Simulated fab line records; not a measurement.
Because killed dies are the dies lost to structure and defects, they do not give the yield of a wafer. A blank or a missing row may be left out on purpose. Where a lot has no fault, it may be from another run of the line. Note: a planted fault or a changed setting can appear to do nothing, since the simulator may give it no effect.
Chamber matching || flow n5 finfet || N5_BEOL_M13_ETCH_67 on rie diel-02: 4 sister chambers
The step etches SiARC in CF4, target depth 143 nm, time 238.3 s. 8 wafers are shown with their chamber, then 12 later ones without.

## WAFERS, EACH WITH ITS CHAMBER
{"wafer": "L082.1", "chamber": 2, "showerhead plenum p Torr (Torr)": 2.19, "throttle valve pct (%)": 15.22}
{"wafer": "L084.5", "chamber": 0, "showerhead plenum p Torr (Torr)": 2.03, "throttle valve pct (%)": 15.86}
{"wafer": "L083.3", "chamber": 1, "showerhead plenum p Torr (Torr)": 2.18, "throttle valve pct (%)": 15.19}
{"wafer": "L083.5", "chamber": 0, "showerhead plenum p Torr (Torr)": 2.03, "throttle valve pct (%)": 15.83}
{"wafer": "L083.6", "chamber": 3, "showerhead plenum p Torr (Torr)": 2.09, "throttle valve pct (%)": 15.59}
{"wafer": "L085.2", "chamber": 1, "showerhead plenum p Torr (Torr)": 2.18, "throttle valve pct (%)": 15.20}
{"wafer": "L085.3", "chamber": 3, "showerhead plenum p Torr (Torr)": 2.09, "throttle valve pct (%)": 15.59}
{"wafer": "L085.5", "chamber": 2, "showerhead plenum p Torr (Torr)": 2.18, "throttle valve pct (%)": 15.25}

## WAFERS WITH NO CHAMBER GIVEN
{"wafer": "L089.1", "showerhead plenum p Torr (Torr)": 2.08, "throttle valve pct (%)": 15.61}
{"wafer": "L089.3", "showerhead plenum p Torr (Torr)": 2.03, "throttle valve pct (%)": 15.86}
{"wafer": "L089.5", "showerhead plenum p Torr (Torr)": 2.03, "throttle valve pct (%)": 15.86}
{"wafer": "L088.1", "showerhead plenum p Torr (Torr)": 2.03, "throttle valve pct (%)": 15.86}
{"wafer": "L088.2", "showerhead plenum p Torr (Torr)": 2.18, "throttle valve pct (%)": 15.28}
{"wafer": "L088.3", "showerhead plenum p Torr (Torr)": 2.08, "throttle valve pct (%)": 15.62}
{"wafer": "L092.2", "showerhead plenum p Torr (Torr)": 2.18, "throttle valve pct (%)": 15.22}
{"wafer": "L092.4", "showerhead plenum p Torr (Torr)": 2.18, "throttle valve pct (%)": 15.29}
{"wafer": "L092.6", "showerhead plenum p Torr (Torr)": 2.18, "throttle valve pct (%)": 15.31}
{"wafer": "L097.2", "showerhead plenum p Torr (Torr)": 2.08, "throttle valve pct (%)": 15.65}
{"wafer": "L097.3", "showerhead plenum p Torr (Torr)": 2.17, "throttle valve pct (%)": 15.25}
{"wafer": "L097.6", "showerhead plenum p Torr (Torr)": 2.08, "throttle valve pct (%)": 15.65}

## WHICH CHAMBER EACH WENT THROUGH
{"wafer": "L089.1", "from the rows above": 3, "in truth": 3}
{"wafer": "L089.3", "from the rows above": 0, "in truth": 0}
{"wafer": "L089.5", "from the rows above": 0, "in truth": 0}
{"wafer": "L088.1", "from the rows above": 0, "in truth": 0}
{"wafer": "L088.2", "from the rows above": 2, "in truth": 2}
{"wafer": "L088.3", "from the rows above": 3, "in truth": 3}
{"wafer": "L092.2", "from the rows above": "can't be placed: 1 or 2", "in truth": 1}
{"wafer": "L092.4", "from the rows above": 2, "in truth": 2}
{"wafer": "L092.6", "from the rows above": 2, "in truth": 2}
{"wafer": "L097.2", "from the rows above": 3, "in truth": 3}
{"wafer": "L097.3", "from the rows above": "can't be placed: 2 or 1", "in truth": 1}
{"wafer": "L097.6", "from the rows above": 3, "in truth": 3}
10 of 12 placed correctly. Can't be placed from these rows: 2 (the true chamber is among the candidates in 2). Wrongly placed: 0.
How it was worked out, from the rows above alone: a wafer's distance from a chamber is the root of the sum, over the readings, of the square of ((its reading less the chamber's mean) divided by the reading's scatter). The wafer belongs to the nearest chamber; if the next one is less than 2 further off, it can't be placed. Each chamber's mean is taken over the wafers shown for it. The scatter: the root of (the sum of the squares of (reading less its chamber's mean) over the shown wafers, divided by (wafers less chambers)).
